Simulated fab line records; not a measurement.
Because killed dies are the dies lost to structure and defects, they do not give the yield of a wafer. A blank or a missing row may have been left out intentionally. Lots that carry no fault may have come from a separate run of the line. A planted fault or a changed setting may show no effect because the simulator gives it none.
Lot-split experiment / flow n5Finfet / route with 1938 steps; 7 lots, 21 wafers read

ON THE SPLIT
At N5_BEOL_M12_ILD_DEP_00 (deposits SiOC from DEMS/O2, target thk 658.92 nm, time 130.7 s), the setting timeS was moved away from the recipe's 130.7 s on 7 of the 21 wafers read, by -11.5% to +11.0%. The other wafers ran this setting at the recipe's value.

The file shows no step between the split and the reading.

THE READING
M12_ILD_THK at N5_BEOL_M12_THK_MEAS_01, in nm. Fault-free wafers of this fab line usually give 661 nm, standard deviation 9.8 nm.

wafer=L079.1; tool, chamber at the split=pecvd-01, 0; timeS as run, s=130.7; against the recipe=recipe; M12_ILD_THK, nm=655; against lot-mates on the recipe=-
wafer=L079.2; tool, chamber at the split=pecvd-01, 1; timeS as run, s=130.7; against the recipe=recipe; M12_ILD_THK, nm=652; against lot-mates on the recipe=-
wafer=L079.5; tool, chamber at the split=pecvd-01, 2; timeS as run, s=130.7; against the recipe=recipe; M12_ILD_THK, nm=665; against lot-mates on the recipe=-
wafer=L088.2; tool, chamber at the split=pecvd-01, 0; timeS as run, s=145.1; against the recipe=+11.0%; M12_ILD_THK, nm=728; against lot-mates on the recipe=+64
wafer=L088.4; tool, chamber at the split=pecvd-01, 2; timeS as run, s=130.7; against the recipe=recipe; M12_ILD_THK, nm=663; against lot-mates on the recipe=-
wafer=L088.6; tool, chamber at the split=pecvd-01, 1; timeS as run, s=130.7; against the recipe=recipe; M12_ILD_THK, nm=664; against lot-mates on the recipe=-
wafer=L094.1; tool, chamber at the split=pecvd-04, 2; timeS as run, s=136.2; against the recipe=+4.2%; M12_ILD_THK, nm=683; against lot-mates on the recipe=+32
wafer=L094.4; tool, chamber at the split=pecvd-04, 1; timeS as run, s=130.7; against the recipe=recipe; M12_ILD_THK, nm=651; against lot-mates on the recipe=-
wafer=L094.6; tool, chamber at the split=pecvd-04, 0; timeS as run, s=136.2; against the recipe=+4.2%; M12_ILD_THK, nm=682; against lot-mates on the recipe=+31
wafer=L090.1; tool, chamber at the split=pecvd-01, 0; timeS as run, s=115.7; against the recipe=-11.5%; M12_ILD_THK, nm=593; against lot-mates on the recipe=-92
wafer=L090.3; tool, chamber at the split=pecvd-01, 2; timeS as run, s=115.7; against the recipe=-11.5%; M12_ILD_THK, nm=599; against lot-mates on the recipe=-86
wafer=L090.5; tool, chamber at the split=pecvd-01, 1; timeS as run, s=130.7; against the recipe=recipe; M12_ILD_THK, nm=685; against lot-mates on the recipe=-
wafer=L096.1; tool, chamber at the split=pecvd-02, 2; timeS as run, s=130.7; against the recipe=recipe; M12_ILD_THK, nm=653; against lot-mates on the recipe=-
wafer=L096.3; tool, chamber at the split=pecvd-02, 0; timeS as run, s=130.7; against the recipe=recipe; M12_ILD_THK, nm=655; against lot-mates on the recipe=-
wafer=L096.6; tool, chamber at the split=pecvd-02, 0; timeS as run, s=136.5; against the recipe=+4.4%; M12_ILD_THK, nm=695; against lot-mates on the recipe=+41
wafer=L092.1; tool, chamber at the split=pecvd-02, 1; timeS as run, s=130.7; against the recipe=recipe; M12_ILD_THK, nm=657; against lot-mates on the recipe=-
wafer=L092.2; tool, chamber at the split=pecvd-02, 2; timeS as run, s=137.5; against the recipe=+5.2%; M12_ILD_THK, nm=693; against lot-mates on the recipe=+37
wafer=L092.3; tool, chamber at the split=pecvd-02, 0; timeS as run, s=130.7; against the recipe=recipe; M12_ILD_THK, nm=655; against lot-mates on the recipe=-
wafer=L095.1; tool, chamber at the split=pecvd-02, 2; timeS as run, s=130.7; against the recipe=recipe; M12_ILD_THK, nm=655; against lot-mates on the recipe=-
wafer=L095.2; tool, chamber at the split=pecvd-02, 1; timeS as run, s=130.7; against the recipe=recipe; M12_ILD_THK, nm=656; against lot-mates on the recipe=-
wafer=L095.6; tool, chamber at the split=pecvd-02, 1; timeS as run, s=130.7; against the recipe=recipe; M12_ILD_THK, nm=675; against lot-mates on the recipe=-

THE FIT
A straight line over all 21 wafers: M12_ILD_THK changes by +5.84 nm for each +1% of timeS; r = +0.96; the points scatter about the line by 8.4 nm.
The same after taking each lot's own level away (the mean of its wafers on the recipe; 21 wafers): +7.28 nm for each +1%; r = +0.99; scatter 6.2 nm.
That fit puts the effect of the largest move of timeS on the reading at 84 nm.
Measured against the standard deviation above, the lots' own levels, which go from 651.0 to 685.0 nm, span 3.5 times it.
Thus the slope moves with the lot-to-lot level: the two fits are different.
Check: for one of the wafers moved furthest among these (-11.5%), held out of the fit, the line's prediction against its lot-mates is -80.3 nm. It came out at -92 nm against them.

THE WHOLE CHAIN: every reading that the file lists as answering this split, in the file's order
step=N5_BEOL_M12_ILD_DEP_00; what it does=deposits SiOC from DEMS/O2, target thk 658.92 nm, time 130.7 s; reading=SiOC_of_BEOL_M12_ILD_DEP_00.thkNm (the simulator's own value, which no gauge read); change (the file's fit)=+7.03 nm for each +1% of the setting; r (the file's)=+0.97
step=N5_BEOL_M12_THK_MEAS_01; what it does=; reading=M12_ILD_THK; change (the file's fit)=+7.03 for each +1% of the setting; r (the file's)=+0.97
step=N5_BEOL_M12_VIA_ETCH_16; what it does=etches SiOC in C4F8/O2/Ar, target depth 724.8 nm; reading=etch.depthNm (the simulator's own value, which no gauge read); change (the file's fit)=+7.03 nm for each +1% of the setting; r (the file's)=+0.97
step=N5_BEOL_M12_VIA_ETCH_16; what it does=etches SiOC in C4F8/O2/Ar, target depth 724.8 nm; reading=coat_of_BEOL_M12_COAT_04.thkNm (the simulator's own value, which no gauge read); change (the file's fit)=-1.86 nm for each +1% of the setting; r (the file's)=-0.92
step=N5_BEOL_M12_STRIP_63; what it does=strips in N2/H2; reading=stripTimeToEndpointS; change (the file's fit)=withheld for each +1% of the setting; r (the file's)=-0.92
step=N5_BEOL_M12_ETCH_38; what it does=etches SiCN in CF4/N2, target depth 68.7 nm, time 73.4 s; reading=SiOC_of_BEOL_M12_ILD_DEP_00.thkNm (the simulator's own value, which no gauge read); change (the file's fit)=+7.1 nm for each +1% of the setting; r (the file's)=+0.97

THE FILE'S OWN FIT
M12_ILD_THK changes by +7.03 nm for each +1% of timeS, r = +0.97.
